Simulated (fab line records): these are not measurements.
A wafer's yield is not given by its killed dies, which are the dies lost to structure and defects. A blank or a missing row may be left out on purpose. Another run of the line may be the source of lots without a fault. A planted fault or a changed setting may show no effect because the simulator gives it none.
Chamber matching || flow n5-finfet || 4 sister chambers for N5_HKMG_FIN_STRIP_34 on rie-diel-02
The step strips in CF4. 14 wafers are shown with their chamber, then 7 later ones without.

## WAFERS PAIRED WITH THEIR CHAMBERS
{"wafer": "L074.1", "chamber": 2, "throttle-valve-pct (%)": 13.64, "oes-product-au (a.u.)": 0.82, "showerhead-plenum-p-Torr (Torr)": 1.82}
{"wafer": "L074.3", "chamber": 3, "throttle-valve-pct (%)": 13.23, "oes-product-au (a.u.)": 0.95, "showerhead-plenum-p-Torr (Torr)": 1.91}
{"wafer": "L074.6", "chamber": 3, "throttle-valve-pct (%)": 13.22, "oes-product-au (a.u.)": 0.95, "showerhead-plenum-p-Torr (Torr)": 1.91}
{"wafer": "L080.1", "chamber": 1, "throttle-valve-pct (%)": 13.23, "oes-product-au (a.u.)": 0.99, "showerhead-plenum-p-Torr (Torr)": 1.76}
{"wafer": "L080.4", "chamber": 3, "throttle-valve-pct (%)": 13.25, "oes-product-au (a.u.)": 0.92, "showerhead-plenum-p-Torr (Torr)": 1.90}
{"wafer": "L080.6", "chamber": 3, "throttle-valve-pct (%)": 13.25, "oes-product-au (a.u.)": 0.91, "showerhead-plenum-p-Torr (Torr)": 1.91}
{"wafer": "L086.2", "chamber": 0, "throttle-valve-pct (%)": 13.90, "oes-product-au (a.u.)": 0.67, "showerhead-plenum-p-Torr (Torr)": 1.70}
{"wafer": "L086.3", "chamber": 2, "throttle-valve-pct (%)": 13.71, "oes-product-au (a.u.)": 0.79, "showerhead-plenum-p-Torr (Torr)": 1.81}
{"wafer": "L086.5", "chamber": 3, "throttle-valve-pct (%)": 13.28, "oes-product-au (a.u.)": 0.89, "showerhead-plenum-p-Torr (Torr)": 1.90}
{"wafer": "L088.1", "chamber": 3, "throttle-valve-pct (%)": 13.28, "oes-product-au (a.u.)": 0.88, "showerhead-plenum-p-Torr (Torr)": 1.90}
{"wafer": "L088.3", "chamber": 2, "throttle-valve-pct (%)": 13.70, "oes-product-au (a.u.)": 0.79, "showerhead-plenum-p-Torr (Torr)": 1.81}
{"wafer": "L088.4", "chamber": 0, "throttle-valve-pct (%)": 13.92, "oes-product-au (a.u.)": 0.67, "showerhead-plenum-p-Torr (Torr)": 1.70}
{"wafer": "L092.1", "chamber": 2, "throttle-valve-pct (%)": 13.72, "oes-product-au (a.u.)": 0.79, "showerhead-plenum-p-Torr (Torr)": 1.81}
{"wafer": "L092.4", "chamber": 0, "throttle-valve-pct (%)": 13.36, "oes-product-au (a.u.)": 0.94, "showerhead-plenum-p-Torr (Torr)": 1.91}

SIGNATURES (means of the wafers above)
{"reading": "throttle-valve-pct", "chamber 0": 13.7267, "chamber 1": 13.2300, "chamber 2": 13.6925, "chamber 3": 13.2517, "scatter within a chamber": 0.145}
{"reading": "oes-product-au", "chamber 0": 0.7600, "chamber 1": 0.9900, "chamber 2": 0.7975, "chamber 3": 0.9167, "scatter within a chamber": 0.0732}
{"reading": "showerhead-plenum-p-Torr", "chamber 0": 1.7700, "chamber 1": 1.7600, "chamber 2": 1.8125, "chamber 3": 1.9050, "scatter within a chamber": 0.0544}
Rule: distance of a wafer from a chamber = root of the sum over the readings of ((wafer's reading minus chamber's mean) / reading's scatter) squared. The wafer belongs to the nearest chamber; if the next one is less than 2 further off, it can't be placed. The scatter is the square root of a quotient: the sum, over the shown wafers, of each reading's squared deviation from its chamber's mean, divided by wafers minus chambers.

## WAFERS MISSING THEIR CHAMBER
{"wafer": "L092.6", "throttle-valve-pct (%)": 13.31, "oes-product-au (a.u.)": 0.90, "showerhead-plenum-p-Torr (Torr)": 1.75}
{"wafer": "L095.1", "throttle-valve-pct (%)": 13.74, "oes-product-au (a.u.)": 0.77, "showerhead-plenum-p-Torr (Torr)": 1.80}
{"wafer": "L095.2", "throttle-valve-pct (%)": 13.33, "oes-product-au (a.u.)": 0.86, "showerhead-plenum-p-Torr (Torr)": 1.90}
{"wafer": "L095.4", "throttle-valve-pct (%)": 13.36, "oes-product-au (a.u.)": 0.92, "showerhead-plenum-p-Torr (Torr)": 1.90}
{"wafer": "L097.1", "throttle-valve-pct (%)": 13.34, "oes-product-au (a.u.)": 0.89, "showerhead-plenum-p-Torr (Torr)": 1.75}
{"wafer": "L097.2", "throttle-valve-pct (%)": 13.39, "oes-product-au (a.u.)": 0.91, "showerhead-plenum-p-Torr (Torr)": 1.90}
{"wafer": "L097.5", "throttle-valve-pct (%)": 13.77, "oes-product-au (a.u.)": 0.77, "showerhead-plenum-p-Torr (Torr)": 1.80}

## WHICH CHAMBER EACH WENT THROUGH
{"wafer": "L092.6", "from the rows above": "can't be placed: 1 or 3 or 2", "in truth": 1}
{"wafer": "L095.1", "from the rows above": "can't be placed: 2 or 0", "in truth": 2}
{"wafer": "L095.2", "from the rows above": 3, "in truth": 3}
{"wafer": "L095.4", "from the rows above": 3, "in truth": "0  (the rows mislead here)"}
{"wafer": "L097.1", "from the rows above": "can't be placed: 1 or 3 or 2 or 0", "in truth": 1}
{"wafer": "L097.2", "from the rows above": 3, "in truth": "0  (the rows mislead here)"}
{"wafer": "L097.5", "from the rows above": "can't be placed: 0 or 2", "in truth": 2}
1 of 7 placed correctly. Unplaceable from these rows: 4, with the true chamber sitting among the candidates in 4. 2 placed wrongly.
